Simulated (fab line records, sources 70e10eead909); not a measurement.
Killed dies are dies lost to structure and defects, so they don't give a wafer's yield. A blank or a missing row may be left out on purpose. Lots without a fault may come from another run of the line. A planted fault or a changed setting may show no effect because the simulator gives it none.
Chamber matching | flow nand_harc | NHARC_P_M2_STRIP_18 on rie_diel-03: 4 sister chambers
The step strips in N2/H2. 20 wafers are shown with their chamber, then 10 later ones without.

WAFERS WITH THEIR CHAMBER
wafer  | chamber | showerhead_plenum_p_Torr (Torr) | drypump_motor_current_A (A) | oes_product_au (a.u.)
L076.1 | 1       | 2.13                            | 5.8                         | 0.997
L076.2 | 0       | 1.98                            | 4.9                         | 0.988
L076.6 | 2       | 1.93                            | 5.6                         | 0.995
L075.3 | 1       | 2.13                            | 5.8                         | 1.005
L075.4 | 0       | 1.98                            | 4.9                         | 0.987
L075.5 | 1       | 2.12                            | 5.8                         | 1.004
L079.1 | 0       | 1.98                            | 5.0                         | 1.002
L079.3 | 2       | 1.93                            | 5.6                         | 0.997
L079.5 | 3       | 2.11                            | 5.7                         | 1.006
L081.2 | 0       | 1.98                            | 4.9                         | 1.008
L081.3 | 1       | 2.12                            | 5.8                         | 1.009
L081.4 | 3       | 2.11                            | 5.6                         | 1.004
L084.3 | 3       | 2.11                            | 5.6                         | 1.001
L084.4 | 0       | 1.98                            | 4.9                         | 1.011
L084.5 | 1       | 2.12                            | 5.8                         | 1.007
L088.2 | 3       | 2.11                            | 5.6                         | 1.001
L088.3 | 2       | 1.93                            | 5.5                         | 0.999
L088.4 | 2       | 1.93                            | 5.5                         | 0.997
L087.2 | 3       | 2.11                            | 5.6                         | 1.010
L087.3 | 2       | 1.93                            | 5.5                         | 0.996

SIGNATURES (means of the wafers above)
reading                  | chamber 0 | chamber 1 | chamber 2 | chamber 3 | scatter within a chamber
showerhead_plenum_p_Torr | 1.9800    | 2.1240    | 1.9300    | 2.1100    | 0.00274
drypump_motor_current_A  | 4.920     | 5.800     | 5.540     | 5.620     | 0.0418
oes_product_au           | 0.99920   | 1.00440   | 0.99680   | 1.00440   | 0.00636
Rule: a wafer's distance from a chamber is the root of the sum, over the readings, of the square of ((its reading less the chamber's mean) divided by the reading's scatter). The wafer belongs to the nearest chamber; if the next one is less than 2 further off, it can't be placed. The scatter: the root of (the sum of the squares of (reading less its chamber's mean) over the shown wafers, divided by (wafers less chambers)).

WAFERS WITHOUT THEIR CHAMBER
wafer  | showerhead_plenum_p_Torr (Torr) | drypump_motor_current_A (A) | oes_product_au (a.u.)
L087.5 | 2.11                            | 5.6                         | 0.999
L085.3 | 2.12                            | 5.8                         | 0.995
L085.4 | 2.11                            | 5.6                         | 0.977
L085.5 | 2.11                            | 5.6                         | 0.989
L092.2 | 1.93                            | 5.5                         | 0.995
L092.3 | 1.98                            | 4.9                         | 1.010
L092.6 | 1.98                            | 4.9                         | 1.011
L097.1 | 2.12                            | 5.7                         | 0.995
L097.2 | 1.93                            | 5.6                         | 0.996
L097.5 | 1.93                            | 5.5                         | 0.981

WHICH CHAMBER EACH WENT THROUGH
wafer  | from the rows above     | in truth
L087.5 | 3                       | 3
L085.3 | 1                       | 1
L085.4 | 3                       | 3
L085.5 | 3                       | 3
L092.2 | 2                       | 2
L092.3 | 0                       | 0
L092.6 | 0                       | 0
L097.1 | can't be placed: 1 or 3 | 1
L097.2 | 2                       | 2
L097.5 | 2                       | 2
Placed correctly: 9 of 10. Can't be placed from these rows: 1 (the true chamber is among the candidates in 1). Placed wrongly: 0.
